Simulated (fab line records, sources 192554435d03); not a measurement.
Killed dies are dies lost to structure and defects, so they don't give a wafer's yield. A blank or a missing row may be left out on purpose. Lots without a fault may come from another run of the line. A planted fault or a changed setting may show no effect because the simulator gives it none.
Tool commonality check | flow n5_finfet | 9 lots, 27 wafers sampled

WHY IT WAS OPENED
At N5_FIN_CUT_INSPECT_17 the reading raw_defect_count is flagged on 2 of 9 lots. Wafers without a fault read 211, standard deviation 62.
Rule: a lot is flagged when every wafer of it that has a number lies more than 4 standard deviations from that mean, or none has a number. The other lots count as sound.

lot  | measured    | on                | raw_defect_count, wafer by wafer | flag
L782 | day 2 12:02 | defect_inspect-02 | 392 204 280                      |
L784 | day 3 01:25 | defect_inspect-02 | 286 271 501                      |
L785 | day 3 05:04 | defect_inspect-02 | 125 146 136                      |
L788 | day 3 22:28 | defect_inspect-01 | 167 288 160                      |
L789 | day 4 04:03 | defect_inspect-02 | 150 228 232                      |
L796 | day 5 23:21 | defect_inspect-01 | 262 243 188                      |
L797 | day 6 03:29 | defect_inspect-01 | 804 843 873                      | FLAGGED
L798 | day 6 10:49 | defect_inspect-01 | 998 903 980                      | FLAGGED
L804 | day 7 22:52 | defect_inspect-01 | 194 211 317                      |
The numbers of the flagged lots are 900 on average: +689 against the usual, or +11 standard deviations.

WHICH TOOL RAN EACH LOT
The record holds 2 process steps before the reading, out of a route of 1938 steps. In each cell: the tool, then ch and the chambers that the sampled wafers went through, then the start.
lot  | flag    | N5_FIN_CUT_CUT_ETCH_27            | N5_FIN_CUT_CUT_ETCH_28
L782 |         | rie_diel-06 ch 0,1,3, day 2 11:31 | rie_si-03 ch 0,1,3, day 2 11:43
L784 |         | rie_diel-06 ch 0,2, day 3 00:57   | rie_si-03 ch 0,1,3, day 3 01:09
L785 |         | rie_diel-06 ch 1,3, day 3 04:32   | rie_si-03 ch 1,3, day 3 04:44
L788 |         | rie_diel-02 ch 2,3, day 3 22:01   | rie_si-06 ch 0,2,3, day 3 22:14
L789 |         | rie_diel-02 ch 1,3, day 4 03:30   | rie_si-03 ch 0,3, day 4 03:42
L796 |         | rie_diel-02 ch 0,2,3, day 5 22:55 | rie_si-03 ch 2,3, day 5 23:07
L797 | FLAGGED | rie_diel-02 ch 1,2,3, day 6 03:02 | rie_si-03 ch 0,3, day 6 03:15
L798 | FLAGGED | rie_diel-05 ch 2,3, day 6 10:02   | rie_si-03 ch 0,3, day 6 10:35
L804 |         | rie_diel-06 ch 0,2,3, day 7 22:26 | rie_si-06 ch 0,1,3, day 7 22:38
What these steps do:
- N5_FIN_CUT_CUT_ETCH_27: etches SiO2 in CHF3/O2, target depth 4 nm, overetch 2 nm, time 4.9 s.
- N5_FIN_CUT_CUT_ETCH_28: etches Si in HBr/Cl2/O2, target depth 6 nm, time 2.4 s.
- N5_FIN_CUT_INSPECT_17: inspects for defects (brightfield).

FLAGGED OVER TOTAL, TOOL BY TOOL (the gauges that took the reading come last)
step                   | tool              | lots run | flagged | share of the flagged lots | sound lots run after its first flagged lot
N5_FIN_CUT_CUT_ETCH_27 | rie_diel-02       | 4        | 1       | some                      | 0
N5_FIN_CUT_CUT_ETCH_27 | rie_diel-05       | 1        | 1       | some                      | 0
N5_FIN_CUT_CUT_ETCH_27 | rie_diel-06       | 4        | 0       | none                      | -
N5_FIN_CUT_CUT_ETCH_28 | rie_si-03         | 7        | 2       | all                       | 0
N5_FIN_CUT_CUT_ETCH_28 | rie_si-06         | 2        | 0       | none                      | -
N5_FIN_CUT_INSPECT_17  | defect_inspect-01 | 5        | 2       | all                       | 1 (L804)
N5_FIN_CUT_INSPECT_17  | defect_inspect-02 | 4        | 0       | none                      | -

WHAT THE TABLE ALLOWS
2 rows of the table ran every flagged lot: rie_si-03 at N5_FIN_CUT_CUT_ETCH_28, defect_inspect-01 at N5_FIN_CUT_INSPECT_17.
- rie_si-03 at N5_FIN_CUT_CUT_ETCH_28: 2 of its 7 lots flagged. Its last sound lot is L796 (day 5 23:07), its first flagged lot L797 (day 6 03:15): a fault that began between those two fits.
- defect_inspect-01 at N5_FIN_CUT_INSPECT_17: 2 of its 5 lots flagged. Sound lots ran on it after the first flagged one (L804), which a lasting fault on the whole tool wouldn't allow.
One tool is left: rie_si-03 at N5_FIN_CUT_CUT_ETCH_28.

WHAT THE SIMULATOR HAD PUT IN
Chamber particle source: rie_si-03, from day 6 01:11 on, at N5_FIN_CUT_CUT_ETCH_28. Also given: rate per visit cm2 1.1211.
Lots struck among those shown: L797, L798. The rule above found the same.
